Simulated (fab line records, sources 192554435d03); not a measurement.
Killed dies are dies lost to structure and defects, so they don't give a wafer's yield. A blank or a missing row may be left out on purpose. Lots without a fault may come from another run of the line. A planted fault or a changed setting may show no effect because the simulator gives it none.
A struck lot beside a sound one | flow n5_finfet | 17 steps out of a route of 1938
Sound: wafers L510.1, L510.4, L510.5. Struck: wafers L522.2, L522.5, L522.6. The cause comes at the end.
At each step with rows: each side's tool, then ch and its chambers, then its first start. Under that, the readings that differ: sound wafers | struck wafers | difference of the means | sigmas: that difference in standard deviations of wafers without a fault.
alike: readings whose means differ by less than 2 such deviations, and words and numbers that are the same on both sides. not compared: withheld readings, readings that some wafer has no value for, bounds like >300 that may hide the same value, and numbers for which the record gives no deviation and whose values overlap.
The two part at a step that has a row with sigmas, a row that says differs or no value, or rows on one side only. Numbers that don't overlap but have no deviation are shown without sigmas and don't part them. A reading that every wafer of one side lacks parts them only if that side has two wafers or more.

first, 1 step without rows for these wafers: N5_SDB_STRIP_19 (strips in N2/H2).
N5_SDB_STRIP_21: strips in CF4.
  sound on rie_diel-04 ch 2,3, day 4 06:18; struck on rie_diel-04 ch 0,1,2, day 7 04:55
  alike: drypump_motor_current_A, oes_product_au, rf_fwd_power_W, rf_vpp_V, showerhead_plenum_p_Torr, throttle_valve_pct
  not compared: rf_hours_counter_h
N5_SDB_HM_OPEN_20: chemistry CH3F/O2, target SiNx, stops on poly-Si, target depth 24 nm.
  sound on rie_diel-04 ch 2,3, day 4 06:19; struck on rie_diel-04 ch 0,1,2, day 7 04:56
  alike: drypump_motor_current_A, oes_f_703_au, oes_product_au, rf_fwd_power_W, rf_vpp_V, showerhead_plenum_p_Torr, throttle_valve_pct
  not compared: rf_hours_counter_h
N5_SDB_STRIP_22: strips in N2/H2.
  sound on plasma_asher-02 ch 0,1, day 4 06:24; struck on plasma_asher-02 ch 0,1, day 7 05:01
  alike: drypump_motor_current_A, heater_power_w, oes_product_au, strip_time_to_endpoint_s
  not compared: rf_hours_counter_h
then, 3 steps without rows for these wafers: N5_SDB_PRECLEAN_23 (cleans in dHF, time 30 s); N5_SDB_DUMMY_REMOVE_24 (chemistry TMAH, target poly-Si, stops on SiO2, target depth 142 nm, time 57 s, rinse time 30 s); N5_SDB_ETCH_25 (etches SiO2 in C4F6/O2, target depth 10 nm, time 3.3 s).
N5_SDB_CUT_ETCH_26: etches Si in HBr/Cl2/O2, target depth 129.6 nm, bt time 20 s, time 51.8 s.
  sound on rie_si-03 ch 0,1,3, day 4 06:43; struck on rie_si-04 ch 2,3, day 7 05:19
  alike: drypump_motor_current_A, mfc_cl2_sccm, oes_product_au, throttle_valve_pct
  not compared: rf_fwd_power_W, rf_hours_counter_h
then, 3 steps without rows for these wafers: N5_SDB_PRECLEAN_38 (cleans in dHF, time 10 s); N5_SDB_PRECLEAN_39 (cleans in O3/DIW, time 45 s); N5_SDB_SRD_28 (time 30 s).
N5_SDB_ALD_29: deposits SiNx, target thk 30 nm, pulse time 1 s, ald cycles 600.
  sound on ald_sin-03 ch 1,2, day 4 07:30; struck on ald_sin-01 ch 0,1,3, day 7 09:08
  alike: chamber_pressure_Torr, heater_power_w, precursor_pulse_height_rel
N5_SDB_CMP_30: polishes, stops on poly-Si, t overpolish 1.54 s, target thk 30 nm.
  sound on cmp-02 ch 0,1,2, day 4 10:14; struck on cmp-02 ch 0,1,3, day 7 11:59
  no value came back on the struck wafers for any of 6 readings (edge_zone_pressure_frac, head_pressure_psi (psi) and others); on the sound wafers edge_zone_pressure_frac reads 1.001 0.995 1.001
  reading                                     | sound          | struck       | difference | sigmas
  model.SiNx_of_SDB_HM_DEP_00.thk_nm (nm)     | 0 0 0          | 22.2 22.8 23 | +22.7      |
  model.a-Si_of_DUMMY_GATE_CVD_03.thk_nm (nm) | 64.2 63.2 63.8 | 70.2 69.4 69 | +5.8       |
N5_SDB_THK_MEAS_31:
  sound on film_metro-01, day 4 10:32; struck on film_metro-02, day 7 12:10
  reading      | sound          | struck         | difference | sigmas
  SDB_THK (nm) | 64.3 63.2 63.8 | 70.2 69.5 69.0 | +5.8       | +6
N5_SDB_INSPECT_36: inspects for defects (darkfield).
  sound on defect_inspect-02, day 4 10:34; struck on defect_inspect-02, day 7 12:11
  alike: raw_defect_count
N5_BEOL_M4_RC_MEAS_101:
  the record has rows for the sound wafers here (prober-02 ch 0, day 8 05:33) and none for the struck ones
-- the record jumps here: 8 days lie between the struck wafers' starts before and after (it left off in module BEOL_M4 and takes up again in module PASSIVATION, whose first step shown is number 1936 of the route) --
N5_PASSIVATION_PROBE_49:
  sound on prober-02, day 12 04:34; struck on prober-02, day 15 21:15
  reading             | sound     | struck         | difference | sigmas
  killed_at_front_end | 30 34 39  | 1118 1125 1129 | +1090      | +99 or more
  killed_dies         | 100 96 95 | 1180 1180 1180 | +1083      | +72
  killed_on_rim       | 15 9 16   | 152 152 152    | +139       | +37
  alike: killed_at_M0_to_M3, killed_at_M4_up, killed_at_contacts, killed_at_other, killed_open, killed_short

WHERE THEY PART
First at N5_SDB_CMP_30; last, within this record, at N5_PASSIVATION_PROBE_49.

WHY: what the simulator had put in
Skipped step whole: cmp-02, from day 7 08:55 on, at N5_SDB_CMP_30. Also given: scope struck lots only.
